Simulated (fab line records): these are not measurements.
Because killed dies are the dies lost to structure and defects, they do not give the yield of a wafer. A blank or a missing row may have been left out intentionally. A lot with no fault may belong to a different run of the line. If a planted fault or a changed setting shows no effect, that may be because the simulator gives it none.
fab line records | flow nandHarc
record: lots: 12 | wafers: 36 | lastDay: 24
route steps=1159 shown A_M1@1047 A_BONDPAD@1060 END@1159
lots that met no fault: from a run of the same line without faults
startH: the number of hours between the record's first day and the start of the first shown wafer of the lot | waitH: hours from the lot's prior step to this one | " as in the row above | L1.1+2: one row covering several wafers at once | - no value, or no start was given | * or withheld: withheld | < > ~ a bound
route shown NAME@n: a module of which the file shows steps, and the number in the route of the first | usual: the fault-free wafers' mean and standard deviation | same: alike in all rows | chamber/n: place in a boat | sites: readings site by site | _std_site: standard deviation of those values | _edge_site: the outer-site mean with the inner-site mean subtracted | radiusMm: for every site, how far away it sits from the centre of the wafer | mask NAME#n: copy n | behind: the most recent tool/chamber to have shaped the wafer | hold: why the lot went on hold/how many hours it stayed there/how the hold came to an end | device: which transistor (n, p or np) failed to switch | end of line: the route-end tests of the same wafers | a step without rows: its recipe alone | killed: the dies lost at the first sort to structure and to defects; this is not the yield of the wafer | map: the dies of a wafer, with x for killed, . for not killed, _ for no die there
set.NAME: the setting the step ran with; set.NAME@STEP: the setting that earlier step ran with | model.NAME: the simulator's own value behind a step, which no gauge read
one table for each step of the route and one row for each wafer, over a sample of lots
services: from which hour (startH, from the record's first day; less than 0 if before it) a tool's chamber was out of use, for how many hours, and why
== steps ==
step: NHARC_A_M1_PRE_CLEAN_30
recipe: timeS: 30 | tempC: 280 | gas: H2/He
usual: heaterPowerW: 423/28
lot.wafer | tool          | chamber | startH | waitH | heaterPowerW
L593.2    | pvdSputter-03 | -       | -      | -     | 418
L593.4    | "             | -       | "      | "     | 442
L593.5    | "             | -       | "      | "     | 409
L596.1    | pvdSputter-02 | -       | -      | -     | 479
L596.4    | "             | -       | "      | "     | 420
L596.2    | "             | -       | "      | "     | 415
L599.4    | pvdSputter-01 | -       | -      | -     | 423
L599.3    | "             | -       | "      | "     | 436
L599.5    | "             | -       | "      | "     | 429
L600.3    | pvdSputter-02 | -       | -      | -     | 446
L600.2    | "             | -       | "      | "     | 480
L600.6    | "             | -       | "      | "     | 417
L601.4    | pvdSputter-02 | -       | -      | -     | 471
L601.3    | "             | -       | "      | "     | 440
L601.6    | "             | -       | "      | "     | 424
L606.2    | pvdSputter-01 | -       | -      | -     | 363
L606.6    | "             | -       | "      | "     | 401
L606.5    | "             | -       | "      | "     | 359
L607.1    | pvdSputter-03 | -       | -      | -     | 392
L607.4    | "             | -       | "      | "     | 446
L607.5    | "             | -       | "      | "     | 442
L611.3    | pvdSputter-03 | -       | -      | -     | 422
L611.1    | "             | -       | "      | "     | 385
L611.5    | "             | -       | "      | "     | 434
L613.1    | pvdSputter-01 | -       | -      | -     | 434
L613.6    | "             | -       | "      | "     | 426
L613.5    | "             | -       | "      | "     | 418
L612.2    | pvdSputter-01 | -       | -      | -     | 410
L612.1    | "             | -       | "      | "     | 370
L612.6    | "             | -       | "      | "     | 364
L615.4    | pvdSputter-01 | -       | -      | -     | 417
L615.2    | "             | -       | "      | "     | 360
L615.6    | "             | -       | "      | "     | 411
L616.1    | pvdSputter-02 | -       | -      | -     | 407
L616.4    | "             | -       | "      | "     | 422
L616.2    | "             | -       | "      | "     | 442
step: NHARC_A_BONDPAD_CMP_29
recipe: targetThkNm: 200 | material: SiCN
usual: motorCurrentA: 12.0/1.5
lot.wafer | tool   | chamber | startH | waitH | motorCurrentA
L593.4    | cmp-01 | 2       | 416.26 | -     | 11.7
L593.2    | "      | 3       | "      | "     | 11.9
L593.5    | "      | 3       | "      | "     | 11.0
L596.2    | cmp-04 | 0       | 437.75 | -     | 15.0
L596.1    | "      | 1       | "      | "     | 9.7
L596.4    | "      | 2       | "      | "     | 11.7
L599.3    | cmp-04 | 0       | 442.66 | -     | 14.6
L599.4    | "      | 2       | "      | "     | 12.7
L599.5    | "      | 0       | "      | "     | 15.1
L600.2    | cmp-03 | 3       | 443.80 | -     | 11.1
L600.3    | "      | 0       | "      | "     | 13.3
L600.6    | "      | 3       | "      | "     | 11.5
L601.4    | cmp-04 | 1       | 464.82 | -     | 9.6
L601.3    | "      | 2       | "      | "     | 12.2
L601.6    | "      | 0       | "      | "     | 15.6
L606.2    | cmp-04 | 0       | 483.73 | -     | 14.9
L606.5    | "      | 1       | "      | "     | 9.3
L606.6    | "      | 2       | "      | "     | 12.6
L607.1    | cmp-01 | 0       | 484.20 | -     | 11.4
L607.4    | "      | 1       | "      | "     | 12.4
L607.5    | "      | 1       | "      | "     | 11.9
L611.1    | cmp-01 | 3       | 517.93 | -     | 10.8
L611.3    | "      | 2       | "      | "     | 11.6
L611.5    | "      | 3       | "      | "     | 11.3
L613.1    | cmp-03 | 1       | 529.12 | -     | 11.6
L613.6    | "      | 2       | "      | "     | 11.6
L613.5    | "      | 3       | "      | "     | 11.7
L612.1    | cmp-04 | 1       | 529.88 | -     | 10.2
L612.2    | "      | 2       | "      | "     | 12.9
L612.6    | "      | 0       | "      | "     | 14.8
L615.4    | cmp-04 | 3       | 531.15 | -     | 11.8
L615.2    | "      | 1       | "      | "     | 9.5
L615.6    | "      | 2       | "      | "     | 12.6
L616.4    | cmp-01 | 3       | 539.55 | -     | 11.0
L616.2    | "      | 0       | "      | "     | 10.7
L616.1    | "      | 1       | "      | "     | 12.1
step: NHARC_A_BONDPAD_THK_MEAS_30
recipe: thkMeasGauge: ellipsometry
usual: thkNm: 200.3/1.3
lot.wafer | tool         | chamber | startH | waitH | thkNm
L593.2    | filmMetro-01 | -       | 416.51 | 0.2   | 202.1
L593.4    | "            | -       | "      | "     | 203.2
L593.5    | "            | -       | "      | "     | 202.4
L596.1    | filmMetro-02 | -       | 438.00 | 0.2   | 198.8
L596.2    | "            | -       | "      | "     | 199.6
L596.4    | "            | -       | "      | "     | 198.8
L599.3    | filmMetro-02 | -       | 442.91 | 0.2   | 202.3
L599.4    | "            | -       | "      | "     | 202.1
L599.5    | "            | -       | "      | "     | 204.4
L600.2    | filmMetro-02 | -       | 444.02 | 0.2   | 200.2
L600.3    | "            | -       | "      | "     | 200.7
L600.6    | "            | -       | "      | "     | 202.0
L601.3    | filmMetro-01 | -       | 465.03 | 0.2   | 200.0
L601.4    | "            | -       | "      | "     | 199.1
L601.6    | "            | -       | "      | "     | 201.4
L606.2    | filmMetro-01 | -       | 483.91 | 0.2   | 199.6
L606.5    | "            | -       | "      | "     | 200.4
L606.6    | "            | -       | "      | "     | 199.8
L607.1    | filmMetro-01 | -       | 484.45 | 0.2   | 200.3
L607.4    | "            | -       | "      | "     | 198.0
L607.5    | "            | -       | "      | "     | 201.4
L611.1    | filmMetro-02 | -       | 518.18 | 0.2   | 199.6
L611.3    | "            | -       | "      | "     | 200.6
L611.5    | "            | -       | "      | "     | 199.3
L613.1    | filmMetro-01 | -       | 529.30 | 0.1   | 200.4
L613.5    | "            | -       | "      | "     | 199.5
L613.6    | "            | -       | "      | "     | 200.2
L612.1    | filmMetro-01 | -       | 530.12 | 0.2   | 200.3
L612.2    | "            | -       | "      | "     | 199.4
L612.6    | "            | -       | "      | "     | 200.7
L615.2    | filmMetro-01 | -       | 531.37 | 0.2   | 200.8
L615.4    | "            | -       | "      | "     | 198.8
L615.6    | "            | -       | "      | "     | 199.7
L616.1    | filmMetro-01 | -       | 539.78 | 0.2   | 199.8
L616.2    | "            | -       | "      | "     | 199.4
L616.4    | "            | -       | "      | "     | 200.9
step: NHARC_A_BONDPAD_ETCH_34
recipe: targetDepthA: 600 | overetchA: 180 | timeS: 65.91 | ionEnergyEv: 200 | n2FlowSccm: 150 | h2FlowSccm: 150 | arFlowSccm: 0 | rfW: 400 | biasW: 150 | chemistry: N2/H2
usual: drypumpMotorCurrentA: 6.00/0.3 | oesProductAu: 1.001/0.007 | rfVppV: 430.1/2.9 | runLengthS: 87.1/0.4 | showerheadPlenumPTorr: 2.03/0.096 | throttleValvePct: 14.171/0.0096
lot.wafer | tool       | chamber | startH | waitH | drypumpMotorCurrentA | oesProductAu | rfHoursCounterH | rfVppV | runLengthS | showerheadPlenumPTorr | throttleValvePct
L593.4    | rieDiel-04 | 3       | 417.27 | 0.1   | 5.83                 | 1.001        | 4               | 434.0  | 87.5       | 2.17                  | 14.169
L593.2    | "          | 0       | "      | "     | 6.24                 | 0.998        | 5               | 425.9  | 87.0       | 1.90                  | 14.173
L593.5    | "          | 3       | "      | "     | 5.83                 | 1.002        | -               | 435.2  | 88.0       | 2.17                  | 14.185
L596.4    | rieDiel-08 | 0       | 438.88 | 0.1   | 5.96                 | 0.999        | 44              | 432.1  | 87.2       | 2.10                  | 14.168
L596.1    | "          | 2       | "      | "     | 5.72                 | 1.010        | 48              | 425.2  | 87.2       | 1.88                  | 14.149
L596.2    | "          | 3       | "      | "     | 4.84                 | 0.995        | 45              | 427.1  | 87.5       | 1.91                  | 14.176
L599.4    | rieDiel-04 | 2       | 443.83 | 0.1   | 6.25                 | 1.007        | 6               | 429.5  | 86.8       | 2.02                  | 14.163
L599.3    | "          | 0       | "      | "     | 6.23                 | 0.993        | 6               | 425.6  | 87.0       | 1.90                  | 14.156
L599.5    | "          | 3       | "      | "     | 5.80                 | 0.993        | -               | 434.5  | 87.5       | 2.17                  | 14.169
L600.2    | rieDiel-03 | 3       | 444.88 | 0.1   | 6.52                 | 1.005        | 9               | 429.7  | 87.2       | 2.01                  | 14.182
L600.3    | "          | 2       | "      | "     | 6.17                 | 0.999        | 10              | 425.6  | 86.7       | 1.90                  | 14.175
L600.6    | "          | 0       | "      | "     | 6.01                 | 0.999        | -               | 429.7  | 87.1       | 2.02                  | 14.154
L601.4    | rieDiel-04 | 2       | 465.89 | 0.1   | 6.23                 | 1.001        | 7               | 429.5  | 87.1       | 2.02                  | 14.183
L601.3    | "          | 1       | "      | "     | 5.68                 | 0.996        | 7               | 430.2  | 87.1       | 2.03                  | 14.171
L601.6    | "          | 2       | "      | "     | 6.22                 | 0.999        | -               | 430.6  | 86.6       | 2.02                  | 14.189
L606.2    | rieDiel-03 | 2       | 484.78 | 0.1   | 6.18                 | 1.013        | 17              | 425.2  | 86.3       | 1.89                  | 14.166
L606.5    | "          | 3       | "      | "     | 6.55                 | 1.000        | -               | 427.4  | 87.4       | 2.01                  | 14.162
L606.6    | "          | 0       | "      | "     | 6.02                 | 0.999        | -               | 430.1  | 87.1       | 2.01                  | 14.179
L607.1    | rieDiel-04 | 0       | 485.33 | 0.1   | 6.23                 | 1.004        | 0               | 425.6  | 87.1       | 1.90                  | 14.172
L607.4    | "          | 2       | "      | "     | 6.22                 | 0.996        | 0               | 429.2  | 86.5       | 2.02                  | 14.175
L607.5    | "          | 0       | "      | "     | 6.25                 | 1.003        | -               | 425.6  | 86.9       | 1.90                  | 14.187
L611.3    | rieDiel-04 | 0       | 519.04 | 0.1   | 6.25                 | 1.004        | 1               | 424.7  | 72.3       | 1.90                  | 14.178
L611.1    | "          | 1       | "      | "     | 5.67                 | 1.005        | 1               | 428.7  | 86.7       | 2.03                  | 14.161
L611.5    | "          | 0       | "      | "     | 6.25                 | 1.002        | -               | 424.8  | 72.0       | 1.90                  | 14.170
L613.1    | rieDiel-03 | 3       | 530.21 | 0.1   | 6.55                 | 0.989        | 22              | 430.5  | 87.4       | 2.01                  | 14.157
L613.5    | "          | 1       | "      | "     | 5.68                 | 1.003        | -               | 430.9  | 86.8       | 2.13                  | 14.154
L613.6    | "          | 2       | "      | "     | 6.18                 | 1.006        | -               | 424.9  | 86.2       | 1.89                  | 14.166
L612.1    | rieDiel-04 | 3       | 530.98 | 0.1   | 5.83                 | 1.008        | 2               | 435.1  | 87.3       | 2.17                  | 14.180
L612.2    | "          | 0       | "      | "     | 6.22                 | 0.998        | 2               | 425.9  | 72.9       | 1.90                  | 14.156
L612.6    | "          | 0       | "      | "     | 6.20                 | 1.000        | -               | 426.2  | 72.1       | 1.90                  | 14.189
L615.2    | rieDiel-08 | 1       | 532.14 | 0.1   | 5.75                 | 1.025        | 19              | 429.1  | 86.8       | 2.00                  | 14.165
L615.4    | "          | 3       | "      | "     | 4.84                 | 1.004        | 17              | 425.5  | 87.2       | 1.90                  | 14.183
L615.6    | "          | 0       | "      | "     | 5.96                 | 1.000        | -               | 429.6  | 86.9       | 2.09                  | 14.178
L616.2    | rieDiel-04 | 3       | 540.66 | 0.1   | 5.81                 | 0.997        | 2               | 433.3  | 87.6       | 2.17                  | 14.187
L616.1    | "          | 2       | "      | "     | 6.21                 | 1.012        | 2               | 431.3  | 86.6       | 2.02                  | 14.168
L616.4    | "          | 3       | "      | "     | 5.85                 | 1.004        | -               | 433.2  | 87.5       | 2.17                  | 14.165
step: NHARC_END_SORT_01
recipe: tempC: 25
usual: defectLimitedYield: 95.4/1.6 | killedAtArray: 27/11 | killedAtOther: 0.8/1.4 | killedAtPeriphery: 3.3/2 | killedDies: 31/11 | killedOpen: 3.4/1.8 | killedShort: 2.1/1.3 | sort_bin_2_pct: 1.4/0.7 | sort_bin_3_pct: 0.24/0.21 | sort_bin_4_pct: 2.9/1 | sortNPass: 646/11 | sortRimYieldPct: 95.4/2.8 | sortYieldPct: 95.4/1.6
same: grossDies: 677 | sort_bin_5_pct[%]: 0 | sort_bin_6_pct[%]: 0 | sort_bin_7_pct[%]: 0 | sort_bin_8_pct[%]: 0 | sortRimNGross: 106.00
lot.wafer | tool      | chamber | startH | waitH | defectLimitedYield[%] | killedAtArray | killedAtOther | killedAtPeriphery | killedDies | killedOpen | killedShort | sort_bin_2_pct[%] | sort_bin_3_pct[%] | sort_bin_4_pct[%] | sortNPass | sortRimYieldPct[%] | sortYieldPct[%]
L613.1    | prober-01 | 0       | 560.19 | 2.6   | 93.8                  | 39            | 0             | 3                 | 42         | 1          | 1           | 2.5               | 0.44              | 3.2               | 635       | 95.3               | 93.8
L613.5    | prober-01 | 0       | 563.38 | 3.7   | 93.5                  | 40            | 1             | 3                 | 44         | 2          | 3           | 1.8               | 0.15              | 4.6               | 633       | 89.6               | 93.5
L613.6    | prober-01 | 0       | 564.17 | 4.0   | 93.4                  | 42            | 0             | 3                 | 45         | 3          | 0           | 2.2               | 0.30              | 4.1               | 632       | 98.1               | 93.4
killed by level:class
L613.1 A_CHANNEL_HOLE_D1:chamberFilmFlake=16 A_SLIT:chamberFilmFlake=11 A_STAIRCASE:chamberFilmFlake=6 P_GATE:chamberFilmFlake=3 A_WL_FILL:chamberFilmFlake=2 A_CONTACT:chamberFilmFlake=2 A_CHANNEL_HOLE_D1:geometricParticle:short=1 A_SGD_CUT:geometricParticle:open=1
L613.5 A_CHANNEL_HOLE_D1:chamberFilmFlake=16 A_SLIT:chamberFilmFlake=14 A_STAIRCASE:chamberFilmFlake=3 A_CONTACT:chamberFilmFlake=2 P_CONTACT:geometricParticle:short=1 A_CHANNEL_FILL_D1:geometricParticle:short=1 A_CONTACT:geometricParticle:open=1 A_M0:geometricParticle:short=1
L613.6 A_CHANNEL_HOLE_D1:chamberFilmFlake=20 A_SLIT:chamberFilmFlake=14 A_STAIRCASE:chamberFilmFlake=5 A_CONTACT:geometricParticle:open=3 P_GATE:chamberFilmFlake=2 P_ZERO_WELL:chamberFilmFlake=1
== services ==
tool          | chamber | startH | hours | kind
pvdSputter-02 | -       | 392.00 | 10.0  | pm
rieDiel-03    | -       | 392.30 | 9.0   | pm
cmp-03        | -       | 395.85 | 4.0   | pm
rieDiel-04    | 0       | 395.96 | -     | clean
rieDiel-04    | 1       | 395.96 | -     | clean
rieDiel-04    | 2       | 395.96 | -     | clean
rieDiel-04    | 3       | 395.96 | -     | clean
cmp-04        | -       | 398.44 | 1.2   | repair
cmp-04        | -       | 401.00 | 4.0   | pm
cmp-01        | -       | 440.48 | 1.1   | repair
pvdSputter-03 | -       | 442.30 | 5.5   | repair
rieDiel-04    | 2       | 453.98 | 6.0   | repair
pvdSputter-03 | -       | 458.00 | 10.0  | pm
rieDiel-04    | -       | 465.95 | 9.0   | pm
cmp-01        | -       | 473.65 | 4.0   | pm
rieDiel-08    | -       | 478.98 | 9.0   | pm
rieDiel-03    | 2       | 479.61 | 3.9   | repair
cmp-03        | -       | 493.85 | 4.0   | pm
cmp-04        | -       | 499.00 | 4.0   | pm
rieDiel-03    | 3       | 500.62 | 17.4  | repair
cmp-01        | -       | 508.99 | 1.4   | repair
pvdSputter-01 | -       | 514.00 | 10.0  | pm
rieDiel-08    | -       | 535.24 | 0.5   | repair
rieDiel-04    | 0       | 537.90 | 6.9   | repair
== key ==
firstSign: step: NHARC_A_BONDPAD_ETCH_34 | reading: runLengthS | direction: down | sigmas: 37 | usual: * | struck: *
effect none on later readings
metAt NHARC_A_BONDPAD_ETCH_34
struckLots L611,L612
struckWafers L611.3,L611.5,L612.2,L612.6
notActingAt NHARC_A_M1_PRE_CLEAN_30,NHARC_A_BONDPAD_CMP_29,NHARC_A_BONDPAD_THK_MEAS_30
onsetBetween 485.33 519.04
fault: kind: processParameterDrift | tool: rieDiel-04 | chamber: 0 | onsetH: 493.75 | steps: NHARC_A_BONDPAD_ETCH_34 | channel: timeS | offset: * | shape: step | actsIn: * | stated: *
